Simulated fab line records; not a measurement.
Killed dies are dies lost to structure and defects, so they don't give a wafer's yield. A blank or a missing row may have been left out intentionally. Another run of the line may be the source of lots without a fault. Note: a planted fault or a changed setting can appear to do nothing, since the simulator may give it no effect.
Struck lot and sound lot, side by side    flow n5-finfet    39 out of 1938 route steps
Sound: the wafers L701.3, L701.5, L701.6. Struck: wafer L709.2 (left out: L709.3, a lot-mate that was not struck); the cause follows at the end.
At each step with rows: each side's tool, then ch and its chambers, then its first start. Under that, the readings that differ: sound wafers    struck wafers    difference of the means    sigmas: that difference in standard deviations of wafers without a fault.
alike: a reading whose means differ by less than 2 such deviations, as well as words and numbers matching on both sides. not compared: withheld readings; readings where some wafer has no value; bounds like >300 that might hide an equal value; numbers whose values overlap and for which the record gives no deviation.
The two part at a step that has a row with sigmas, a row that says differs or no value, or rows on one side only. When numbers do not overlap yet have no deviation, they are printed without sigmas and do not part them. A reading that every wafer of one side lacks parts them only if that side has two wafers or more.

first, 10 steps without rows for these wafers: N5_DUMMY_REMOVAL_HM_STRIP_01 (strips SiNx in CH3F/O2, stops on poly-Si, target depth 4 nm, time 6.8 s); N5_DUMMY_REMOVAL_STRIP_10 (strips in N2/H2, time 40 s); N5_DUMMY_REMOVAL_PRECLEAN_07 (cleans in dHF, time 30 s); N5_DUMMY_REMOVAL_DUMMY_REMOVE_02 (chemistry TMAH, target poly-Si, stops on SiO2, target depth 142 nm, time 57 s, rinse time 30 s); N5_DUMMY_REMOVAL_PRECLEAN_08 (cleans in NF3:NH3, afs cycles 2, time 20 s, sublimation time 60 s); N5_DUMMY_REMOVAL_PRECLEAN_04 (cleans in DHF, time 37 s); N5_DUMMY_REMOVAL_SRD_05 (time 30 s); N5_HKMG_FIN_IL_REGROW_00 (material SiO2, chemistry O3, target thk 0.75 nm, time 30 s); N5_HKMG_FIN_HK_ALD_01 (deposits HfO2, target thk 1.6 nm, pulse time 3 s, purge time 3 s); N5_HKMG_FIN_HK_ANNEAL_02 (time 30 s).
N5_HKMG_FIN_ALD_74: deposits La2O3, target thk 0.5 nm, pulse time 6 s, co reactant pulse time 1 s.
  sound on ald-hk-02 ch 1,2,3, day 4 11:53; struck on ald-hk-02 ch 1, day 6 16:53
  alike: heater-power-w, precursor-pulse-height-rel
then, 26 steps without rows for these wafers: N5_HKMG_FIN_ALD_75 (deposits Al2O3, target thk 1 nm, co reactant pulse time 1 s); N5_HKMG_FIN_COAT_41 (time 60 s, resist thk 300 nm); N5_HKMG_FIN_COAT_42 (time 60 s, resist thk 35 nm); N5_HKMG_FIN_COAT_43 (resist thk 90 nm); N5_HKMG_FIN_EBR_45; N5_HKMG_FIN_SOFTBAKE_44 (time 60 s); N5_HKMG_FIN_EXPOSE_46 (exposes mask NDIPOLE); N5_HKMG_FIN_PEB_47 (peb time 60 s); N5_HKMG_FIN_DEVELOP_48 (develop time 30 s); N5_HKMG_FIN_DESCUM_53 (chemistry O2, time 7.9 s); N5_HKMG_FIN_ETCH_54 (etches SiARC in CF4, target depth 45.5 nm, time 75.8 s); N5_HKMG_FIN_ETCH_55 (etches SOC in N2/H2, target depth 240 nm, time 300 s); N5_HKMG_FIN_STRIP_56 (strips in N2/H2); N5_HKMG_FIN_STRIP_57 (strips in CF4); N5_HKMG_FIN_ETCH_58 (etches SOC in N2/H2, target depth 215.8 nm, time 741 s); N5_HKMG_FIN_STRIP_93 (strips SOC in N2/H2, time 20 s); N5_HKMG_FIN_WET_ETCH_76 (etches Al2O3 in dNH4OH, stops on La2O3, target depth 2.25 nm, rinse time 30 s); N5_HKMG_FIN_STRIP_60 (strips in N2/H2, time 360 s); N5_HKMG_FIN_WET_ETCH_77 (etches La2O3 in dHCl, stops on HfO2, target depth 2 nm); N5_HKMG_FIN_WET_ETCH_78 (etches Al2O3 in dNH4OH, stops on La2O3, target depth 4.5 nm, rinse time 30 s); N5_HKMG_FIN_ALD_79 (deposits TiN, target thk 1.5 nm, pulse time 1 s, purge time 3 s); N5_HKMG_FIN_CVD_62 (deposits a-Si from Si2H6, target thk 3 nm, time 20.8 s); N5_HKMG_FIN_RTA_80 (time 2 s); N5_HKMG_FIN_PRECLEAN_64 (cleans in dHF, time 30 s); N5_HKMG_FIN_WET_ETCH_65 (etches a-Si in TMAH, stops on TiN, time 49 s, target depth 3 nm); N5_HKMG_FIN_WET_ETCH_81 (etches TiN in SC1, stops on HfO2, time 57 s, target depth 6 nm).
-- a jump in the record: the struck wafers' starts before and after are 4 days apart (it breaks off in module HKMG_FIN and resumes in module BEOL_M4, where the first step shown is number 1111 of the route) --
N5_BEOL_M4_RC_MEAS_101:
  sound on prober-01 ch 0, day 8 15:12; struck on prober-02 ch 0, day 10 18:02
reading              sound                    struck    difference  sigmas
DIBL_N (mV/V)        32.4 35.7 35.5           39.9      +5.4        +3
DIBL_P (mV/V)        32.9 37.0 37.1           42.8      +7.1        +3
IOFF_N (nA/um)       0.10 0.14 0.15           0.27      +0.14       +4
IOFF_P (nA/um)       0.14 0.18 0.19           0.86      +0.69       +17
IOFF_P_85C (nA/um)   2.5 3.3 3.4              11.9      +8.8        +15
IOFF_P_LIN (nA/um)   0.071 0.089 0.091        0.371     +0.287      +19
IOFF_P_LONG (nA/um)  9.9e-05 0.000101 0.0001  0.000241  +0.000141   +14
ION_N (uA/um)        651 665 673              712       +49         +4
ION_P (uA/um)        443 455 457              525       +73         +9
SS_N (mV/dec)        70.8 71.1 71.2           72.3      +1.3        +2
SS_P (mV/dec)        72.1 73.1 72.5           74.2      +1.6        +3
VT_N (mV)            255 250 253              241       -12         -3
VT_N_LVT (mV)        103 101 98               121       +20         +6
VT_P (mV)            -257 -256 -254           -217      +39         +11
VT_P_LONG (mV)       -281 -274 -279           -248      +30         +10
-- a jump in the record: the struck wafers' starts before and after are 4 days apart (it breaks off in module BEOL_M4 and resumes in module PASSIVATION, where the first step shown is number 1936 of the route) --
N5_PASSIVATION_PROBE_49:
  record: rows for the struck wafers here (prober-01, day 15 01:46), none for the sound ones

## WHERE THEY PART
Earliest at N5_BEOL_M4_RC_MEAS_101; latest, in this record, at N5_PASSIVATION_PROBE_49.

WHY: what the simulator had put in
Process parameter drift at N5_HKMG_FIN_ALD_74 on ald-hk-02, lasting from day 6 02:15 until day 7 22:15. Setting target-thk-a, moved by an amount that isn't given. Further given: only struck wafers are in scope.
